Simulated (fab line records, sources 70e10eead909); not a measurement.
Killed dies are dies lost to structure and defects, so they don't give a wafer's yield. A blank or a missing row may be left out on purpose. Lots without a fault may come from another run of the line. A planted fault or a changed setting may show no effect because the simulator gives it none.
Chamber matching | flow nand_harc | NHARC_A_CONTACT_DESCUM_47 on rie_diel-03: 4 sister chambers
The step chemistry O2, time 3 s. 14 wafers are shown with their chamber, then 7 later ones without.

WAFERS WITH THEIR CHAMBER
wafer  | chamber | drypump_motor_current_A (A) | showerhead_plenum_p_Torr (Torr) | oes_product_au (a.u.)
L074.1 | 1       | 4.7                         | 1.99                            | 1.002
L074.2 | 3       | 5.3                         | 1.78                            | 0.993
L074.6 | 2       | 5.2                         | 2.04                            | 1.003
L085.3 | 3       | 5.3                         | 1.78                            | 0.988
L085.4 | 1       | 4.7                         | 1.99                            | 1.013
L085.6 | 3       | 5.3                         | 1.78                            | 0.992
L082.1 | 3       | 5.3                         | 1.78                            | 0.996
L082.4 | 1       | 4.8                         | 1.98                            | 1.004
L082.6 | 1       | 4.7                         | 1.98                            | 1.013
L086.2 | 1       | 4.8                         | 1.98                            | 1.011
L086.4 | 0       | 5.8                         | 1.94                            | 0.986
L086.5 | 1       | 4.7                         | 1.98                            | 1.003
L091.1 | 2       | 5.2                         | 2.02                            | 1.005
L091.2 | 3       | 5.3                         | 1.77                            | 0.997

SIGNATURES (means of the wafers above)
reading                  | chamber 0 | chamber 1 | chamber 2 | chamber 3 | scatter within a chamber
drypump_motor_current_A  | 5.800     | 4.733     | 5.200     | 5.300     | 0.0365
showerhead_plenum_p_Torr | 1.9400    | 1.9833    | 2.0300    | 1.7780    | 0.00643
oes_product_au           | 0.98600   | 1.00767   | 1.00400   | 0.99320   | 0.00434
Rule: a wafer's distance from a chamber is the root of the sum, over the readings, of the square of ((its reading less the chamber's mean) divided by the reading's scatter). The wafer belongs to the nearest chamber; if the next one is less than 2 further off, it can't be placed. The scatter: the root of (the sum of the squares of (reading less its chamber's mean) over the shown wafers, divided by (wafers less chambers)).

WAFERS WITHOUT THEIR CHAMBER
wafer  | drypump_motor_current_A (A) | showerhead_plenum_p_Torr (Torr) | oes_product_au (a.u.)
L091.5 | 4.7                         | 1.98                            | 1.010
L093.2 | 5.8                         | 1.94                            | 0.983
L093.4 | 5.2                         | 2.02                            | 0.993
L093.5 | 5.3                         | 1.77                            | 0.988
L096.1 | 4.7                         | 1.98                            | 1.016
L096.3 | 5.2                         | 2.02                            | 1.015
L096.5 | 5.3                         | 1.77                            | 0.993

WHICH CHAMBER EACH WENT THROUGH
wafer  | from the rows above | in truth
L091.5 | 1                   | 1
L093.2 | 0                   | 0
L093.4 | 2                   | 2
L093.5 | 3                   | 3
L096.1 | 1                   | 1
L096.3 | 2                   | 2
L096.5 | 3                   | 3
Placed correctly: 7 of 7. Can't be placed from these rows: 0. Placed wrongly: 0.
